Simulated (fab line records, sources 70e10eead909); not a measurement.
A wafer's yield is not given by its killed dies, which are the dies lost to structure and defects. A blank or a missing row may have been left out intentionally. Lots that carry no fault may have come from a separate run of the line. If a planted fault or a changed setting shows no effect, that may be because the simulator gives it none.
Chamber matching || flow nand harc || 3 sister chambers for NHARC_A_CHANNEL_HOLE_D1_DEP_01 on pecvd-01
The step deposits SiON, target thk 140 nm. 6 wafers are shown with their chamber, then 9 later ones without.

== WAFERS PAIRED WITH THEIR CHAMBERS ==
{"wafer": "L085.6", "chamber": 1, "heater power w (W)": 905, "chamber pressure Torr (Torr)": 3.492}
{"wafer": "L091.1", "chamber": 1, "heater power w (W)": 842, "chamber pressure Torr (Torr)": 3.506}
{"wafer": "L091.3", "chamber": 0, "heater power w (W)": 868, "chamber pressure Torr (Torr)": 3.488}
{"wafer": "L093.1", "chamber": 0, "heater power w (W)": 935, "chamber pressure Torr (Torr)": 3.499}
{"wafer": "L093.3", "chamber": 2, "heater power w (W)": 856, "chamber pressure Torr (Torr)": 3.486}
{"wafer": "L093.4", "chamber": 2, "heater power w (W)": 867, "chamber pressure Torr (Torr)": 3.503}

== WAFERS MISSING THEIR CHAMBER ==
{"wafer": "L095.4", "heater power w (W)": 828, "chamber pressure Torr (Torr)": 3.503}
{"wafer": "L095.5", "heater power w (W)": 872, "chamber pressure Torr (Torr)": 3.496}
{"wafer": "L095.6", "heater power w (W)": 903, "chamber pressure Torr (Torr)": 3.496}
{"wafer": "L096.2", "heater power w (W)": 882, "chamber pressure Torr (Torr)": 3.512}
{"wafer": "L096.3", "heater power w (W)": 845, "chamber pressure Torr (Torr)": 3.495}
{"wafer": "L096.6", "heater power w (W)": 880, "chamber pressure Torr (Torr)": 3.500}
{"wafer": "L097.2", "heater power w (W)": 730, "chamber pressure Torr (Torr)": 3.496}
{"wafer": "L097.3", "heater power w (W)": 873, "chamber pressure Torr (Torr)": 3.518}
{"wafer": "L097.5", "heater power w (W)": 874, "chamber pressure Torr (Torr)": 3.505}

== EACH ONE'S CHAMBER ==
{"wafer": "L095.4", "from the rows above": "can't be placed: 2 or 1 or 0", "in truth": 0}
{"wafer": "L095.5", "from the rows above": "can't be placed: 1 or 2 or 0", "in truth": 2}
{"wafer": "L095.6", "from the rows above": "can't be placed: 0 or 1 or 2", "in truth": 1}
{"wafer": "L096.2", "from the rows above": "can't be placed: 1 or 2 or 0", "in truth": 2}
{"wafer": "L096.3", "from the rows above": "can't be placed: 2 or 1 or 0", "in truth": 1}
{"wafer": "L096.6", "from the rows above": "can't be placed: 1 or 2 or 0", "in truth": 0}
{"wafer": "L097.2", "from the rows above": "can't be placed: 2 or 1 or 0", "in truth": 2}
{"wafer": "L097.3", "from the rows above": "can't be placed: 1 or 2 or 0", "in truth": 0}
{"wafer": "L097.5", "from the rows above": "can't be placed: 1 or 2 or 0", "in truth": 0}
Correct placement for 0 of the 9. Cannot be placed on the basis of these rows: 9; the candidates contain the true chamber in 9. Number placed wrongly: 0.
How it was worked out, from the rows above alone: a wafer's distance from a chamber is the root of the sum, over the readings, of the square of ((its reading less the chamber's mean) divided by the reading's scatter). The wafer belongs to the nearest chamber; if the next one is less than 2 further off, it can't be placed. For every chamber, the mean is computed from those of its wafers that are shown. The scatter is the square root of a quotient: the sum, over the shown wafers, of each reading's squared deviation from its chamber's mean, divided by wafers minus chambers.
